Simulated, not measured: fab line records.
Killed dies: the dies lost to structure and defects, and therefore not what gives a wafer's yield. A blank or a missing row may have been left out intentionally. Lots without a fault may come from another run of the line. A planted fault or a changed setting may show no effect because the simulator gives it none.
Chamber matching || flow nand-harc || ald-hk-03 running NHARC_A_CHANNEL_FILL_D1_ALD_25: 4 sister chambers
The step deposits SiOx, target thk 60 nm, pulse time 10 s, ald cycles 600. 18 wafers are shown with their chamber, then 9 later ones without.

== WAFERS, EACH WITH ITS CHAMBER ==
{"wafer": "L077.1", "chamber": 1, "heater-power-outer-w (W)": 280, "heater-power-w (W)": 474, "precursor-pulse-height-rel": 0.986}
{"wafer": "L077.3", "chamber": 3, "heater-power-outer-w (W)": 278, "heater-power-w (W)": 519, "precursor-pulse-height-rel": 0.998}
{"wafer": "L077.6", "chamber": 2, "heater-power-outer-w (W)": 250, "heater-power-w (W)": 460, "precursor-pulse-height-rel": 0.972}
{"wafer": "L080.1", "chamber": 1, "heater-power-outer-w (W)": 280, "heater-power-w (W)": 463, "precursor-pulse-height-rel": 0.998}
{"wafer": "L080.5", "chamber": 3, "heater-power-outer-w (W)": 277, "heater-power-w (W)": 514, "precursor-pulse-height-rel": 0.980}
{"wafer": "L080.6", "chamber": 0, "heater-power-outer-w (W)": 260, "heater-power-w (W)": 500, "precursor-pulse-height-rel": 0.954}
{"wafer": "L081.4", "chamber": 3, "heater-power-outer-w (W)": 283, "heater-power-w (W)": 519, "precursor-pulse-height-rel": 1.001}
{"wafer": "L081.1", "chamber": 1, "heater-power-outer-w (W)": 284, "heater-power-w (W)": 483, "precursor-pulse-height-rel": 0.991}
{"wafer": "L081.6", "chamber": 3, "heater-power-outer-w (W)": 275, "heater-power-w (W)": 512, "precursor-pulse-height-rel": 0.990}
{"wafer": "L084.2", "chamber": 0, "heater-power-outer-w (W)": 270, "heater-power-w (W)": 497, "precursor-pulse-height-rel": 0.995}
{"wafer": "L084.4", "chamber": 2, "heater-power-outer-w (W)": 252, "heater-power-w (W)": 468, "precursor-pulse-height-rel": 0.993}
{"wafer": "L084.5", "chamber": 0, "heater-power-outer-w (W)": 264, "heater-power-w (W)": 490, "precursor-pulse-height-rel": 0.994}
{"wafer": "L087.2", "chamber": 3, "heater-power-outer-w (W)": 273, "heater-power-w (W)": 527, "precursor-pulse-height-rel": 0.999}
{"wafer": "L087.3", "chamber": 0, "heater-power-outer-w (W)": 265, "heater-power-w (W)": 495, "precursor-pulse-height-rel": 1.025}
{"wafer": "L087.6", "chamber": 3, "heater-power-outer-w (W)": 284, "heater-power-w (W)": 530, "precursor-pulse-height-rel": 1.008}
{"wafer": "L090.1", "chamber": 3, "heater-power-outer-w (W)": 280, "heater-power-w (W)": 512, "precursor-pulse-height-rel": 0.993}
{"wafer": "L090.4", "chamber": 1, "heater-power-outer-w (W)": 276, "heater-power-w (W)": 482, "precursor-pulse-height-rel": 0.998}
{"wafer": "L090.6", "chamber": 2, "heater-power-outer-w (W)": 257, "heater-power-w (W)": 477, "precursor-pulse-height-rel": 1.013}

SIGNATURES (averages over the wafers above)
{"reading": "heater-power-outer-w", "chamber 0": 264.75, "chamber 1": 280.00, "chamber 2": 253.00, "chamber 3": 278.57, "scatter within a chamber": 3.84}
{"reading": "heater-power-w", "chamber 0": 495.50, "chamber 1": 475.50, "chamber 2": 468.33, "chamber 3": 519.00, "scatter within a chamber": 7.38}
{"reading": "precursor-pulse-height-rel", "chamber 0": 0.99200, "chamber 1": 0.99325, "chamber 2": 0.99267, "chamber 3": 0.99557, "scatter within a chamber": 0.0168}
Rule: for a wafer and a chamber, the distance is found by dividing, reading by reading, the gap between the wafer's reading and the chamber's mean by the reading's scatter, squaring, summing and taking the root. If the next closest chamber is less than 2 further off than the closest, the wafer can't be placed; otherwise it belongs to the closest. The scatter: take each reading less its chamber's mean, square it, sum over the shown wafers, divide by the number of wafers less the number of chambers, and take the root.

== WAFERS MISSING THEIR CHAMBER ==
{"wafer": "L092.4", "heater-power-outer-w (W)": 280, "heater-power-w (W)": 467, "precursor-pulse-height-rel": 0.989}
{"wafer": "L092.1", "heater-power-outer-w (W)": 277, "heater-power-w (W)": 510, "precursor-pulse-height-rel": 1.018}
{"wafer": "L092.6", "heater-power-outer-w (W)": 286, "heater-power-w (W)": 471, "precursor-pulse-height-rel": 0.976}
{"wafer": "L095.2", "heater-power-outer-w (W)": 272, "heater-power-w (W)": 507, "precursor-pulse-height-rel": 0.963}
{"wafer": "L095.3", "heater-power-outer-w (W)": 257, "heater-power-w (W)": 468, "precursor-pulse-height-rel": 1.020}
{"wafer": "L095.5", "heater-power-outer-w (W)": 276, "heater-power-w (W)": 468, "precursor-pulse-height-rel": 0.987}
{"wafer": "L096.1", "heater-power-outer-w (W)": 257, "heater-power-w (W)": 495, "precursor-pulse-height-rel": 0.994}
{"wafer": "L096.2", "heater-power-outer-w (W)": 261, "heater-power-w (W)": 479, "precursor-pulse-height-rel": 1.006}
{"wafer": "L096.4", "heater-power-outer-w (W)": 275, "heater-power-w (W)": 502, "precursor-pulse-height-rel": 1.020}

== WHICH CHAMBER EACH ONE RAN IN ==
{"wafer": "L092.4", "from the rows above": 1, "in truth": 1}
{"wafer": "L092.1", "from the rows above": 3, "in truth": 3}
{"wafer": "L092.6", "from the rows above": 1, "in truth": 1}
{"wafer": "L095.2", "from the rows above": "can't be placed: 0 or 3", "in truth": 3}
{"wafer": "L095.3", "from the rows above": 2, "in truth": 2}
{"wafer": "L095.5", "from the rows above": 1, "in truth": 1}
{"wafer": "L096.1", "from the rows above": "can't be placed: 0 or 2", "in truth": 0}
{"wafer": "L096.2", "from the rows above": "can't be placed: 0 or 2", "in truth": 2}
{"wafer": "L096.4", "from the rows above": "can't be placed: 3 or 0 or 1", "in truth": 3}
5 of 9 placed correctly. From these rows, 4 cannot be placed; in 4 the true chamber is one of the candidates. Wrongly placed: 0.
